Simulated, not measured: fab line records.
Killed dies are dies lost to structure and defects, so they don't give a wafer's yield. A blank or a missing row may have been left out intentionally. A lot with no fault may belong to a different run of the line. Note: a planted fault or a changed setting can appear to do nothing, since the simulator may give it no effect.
Which tool was responsible? + flow n5 finfet + 33 wafers from 11 lots sampled at 4 of the route's 1938 steps

== WHAT THE GAUGES SHOWED, per wafer ==
N5_BEOL_M15_THK_MEAS_50: measures by xrf. Usual: M15_THK 867 nm, standard deviation 18.
| lot  | measured     | on            | M15_THK (nm) | flag |
|------|--------------|---------------|--------------|------|
| L619 | day 11 10:08 | film metro-02 | 855 836 857  |      |
| L621 | day 11 19:46 | film metro-02 | 880 852 874  |      |
| L628 | day 14 03:19 | film metro-02 | 878 883 873  |      |
| L626 | day 14 13:04 | film metro-02 | 846 872 853  |      |
| L629 | day 14 15:13 | film metro-02 | 841 855 858  |      |
| L630 | day 15 06:08 | film metro-01 | 862 855 872  |      |
| L632 | day 15 17:43 | film metro-02 | 856 860 877  |      |
| L637 | day 16 10:52 | film metro-02 | 868 864 863  |      |
| L638 | day 16 11:13 | film metro-01 | 867 850 885  |      |
| L639 | day 17 10:29 | film metro-01 | 879 891 887  |      |
| L642 | day 18 03:21 | film metro-02 | 866 861 842  |      |

N5_MIM_TOP_LITHO_INSPECT_12: inspects for defects (macro). Usual: 2.1 for raw defect count, sd 1.3.
| lot  | measured     | on                | raw defect count | flag |
|------|--------------|-------------------|------------------|------|
| L619 | day 11 14:38 | defect inspect-02 | 1 0 1            |      |
| L621 | day 12 00:34 | defect inspect-02 | 4 3 1            |      |
| L628 | day 14 07:16 | defect inspect-01 | 4 4 2            |      |
| L626 | day 14 17:23 | defect inspect-01 | 1 4 3            |      |
| L629 | day 14 21:31 | defect inspect-02 | 5 3 1            |      |
| L630 | day 15 11:23 | defect inspect-01 | 3 1 2            |      |
| L632 | day 15 23:29 | defect inspect-01 | 3 4 0            |      |
| L637 | day 16 16:35 | defect inspect-02 | 0 >300 2         |      |
| L638 | day 16 17:08 | defect inspect-01 | 2 >300 >300      |      |
| L639 | day 17 13:32 | defect inspect-01 | >300 2 >300      |      |
| L642 | day 18 08:31 | defect inspect-02 | 3 3 4            |      |

== WHICH TOOL RAN EACH LOT (tool, then ch and the chambers of the sampled wafers, then the start) ==
| lot  | N5_PASSIVATION_PECVD_00         | N5_MIM_BOT_DEGAS_01          |
|------|---------------------------------|------------------------------|
| L619 | pecvd-01 ch 0,1,2, day 11 11:16 | pvd sputter-02, day 11 12:53 |
| L621 | pecvd-04 ch 0,2, day 11 20:55   | pvd sputter-02, day 11 21:25 |
| L628 | pecvd-04 ch 0,1,2, day 14 04:28 | pvd sputter-02, day 14 05:23 |
| L626 | pecvd-02 ch 1,2, day 14 14:13   | pvd sputter-01, day 14 15:38 |
| L629 | pecvd-01 ch 0,1, day 14 16:21   | pvd sputter-02, day 14 16:53 |
| L630 | pecvd-02 ch 0,1,2, day 15 07:17 | pvd sputter-01, day 15 10:04 |
| L632 | pecvd-02 ch 1,2, day 15 18:52   | pvd sputter-01, day 15 19:41 |
| L637 | pecvd-02 ch 0,1,2, day 16 12:01 | pvd sputter-02, day 16 12:25 |
| L638 | pecvd-02 ch 0,1, day 16 12:35   | pvd sputter-01, day 16 12:54 |
| L639 | pecvd-02 ch 0,1, day 17 11:38   | pvd sputter-03, day 17 11:51 |
| L642 | pecvd-04 ch 2, day 18 04:31     | pvd sputter-03, day 18 06:24 |
- N5_PASSIVATION_PECVD_00: deposits SiO2 from SiH4/N2O, target thk 200 nm, time 11.2 s.
- N5_MIM_BOT_DEGAS_01: time 60 s.

== WHAT THE TOOLS THEMSELVES READ (means of the sampled wafers that have a number; where no wafer has one, the mark that the record gives instead) ==
N5_PASSIVATION_PECVD_00. Usual: heater power outer w 338 W, standard deviation 66; heater power w 588 W, standard deviation 93; showerhead plenum p Torr 8.13 Torr, standard deviation 0.097; throttle valve pct 51.5 %, standard deviation 1.7.
| lot  | tool     | heater power outer w (W) | heater power w (W) | showerhead plenum p Torr (Torr) | throttle valve pct (%) | flag |
|------|----------|--------------------------|--------------------|---------------------------------|------------------------|------|
| L619 | pecvd-01 | 342                      | 592                | 8.12                            | 50.9                   |      |
| L621 | pecvd-04 | 412                      | 725                | 8.17                            | 50.9                   |      |
| L628 | pecvd-04 | 382                      | 677                | 8.20                            | 52.0                   |      |
| L626 | pecvd-02 | 287                      | 511                | 7.98                            | 51.2                   |      |
| L629 | pecvd-01 | 343                      | 607                | 8.08                            | 49.9                   |      |
| L630 | pecvd-02 | 284                      | 517                | 8.08                            | 51.5                   |      |
| L632 | pecvd-02 | 286                      | 502                | 7.99                            | 51.4                   |      |
| L637 | pecvd-02 | 325                      | 558                | 8.10                            | 51.5                   |      |
| L638 | pecvd-02 | 339                      | 579                | 8.19                            | 51.5                   |      |
| L639 | pecvd-02 | 361                      | 619                | 8.18                            | 51.7                   |      |
| L642 | pecvd-04 | 394                      | 719                | 8.13                            | 51.5                   |      |

N5_MIM_BOT_DEGAS_01. Usual: 446 W for heater power w, sd 53.
| lot  | tool           | heater power w (W) | flag |
|------|----------------|--------------------|------|
| L619 | pvd sputter-02 | 437                |      |
| L621 | pvd sputter-02 | 426                |      |
| L628 | pvd sputter-02 | 430                |      |
| L626 | pvd sputter-01 | 387                |      |
| L629 | pvd sputter-02 | 480                |      |
| L630 | pvd sputter-01 | 472                |      |
| L632 | pvd sputter-01 | 432                |      |
| L637 | pvd sputter-02 | 428                |      |
| L638 | pvd sputter-01 | 462                |      |
| L639 | pvd sputter-03 | 461                |      |
| L642 | pvd sputter-03 | 475                |      |

== THE ANSWER, worked out from the rows above alone ==
Rule: lot off if the mean of its wafers having a number is beyond 3 standard deviations from the usual mean. A lot without any number at a reading at which 4 lots or more have one is off too. The other lots that the step has rows for count as sound. After the gauges, taken in route order, come the tools' own readings; for these a lot's mean is taken, as printed above. The first step at which some lot is off is used, and at that step the reading that is off furthest; a lot without a number counts as furthest.
Across all readings shown, no lot is off: no conclusion can be drawn from this.

== WHAT THE SIMULATOR HAD INSERTED ==
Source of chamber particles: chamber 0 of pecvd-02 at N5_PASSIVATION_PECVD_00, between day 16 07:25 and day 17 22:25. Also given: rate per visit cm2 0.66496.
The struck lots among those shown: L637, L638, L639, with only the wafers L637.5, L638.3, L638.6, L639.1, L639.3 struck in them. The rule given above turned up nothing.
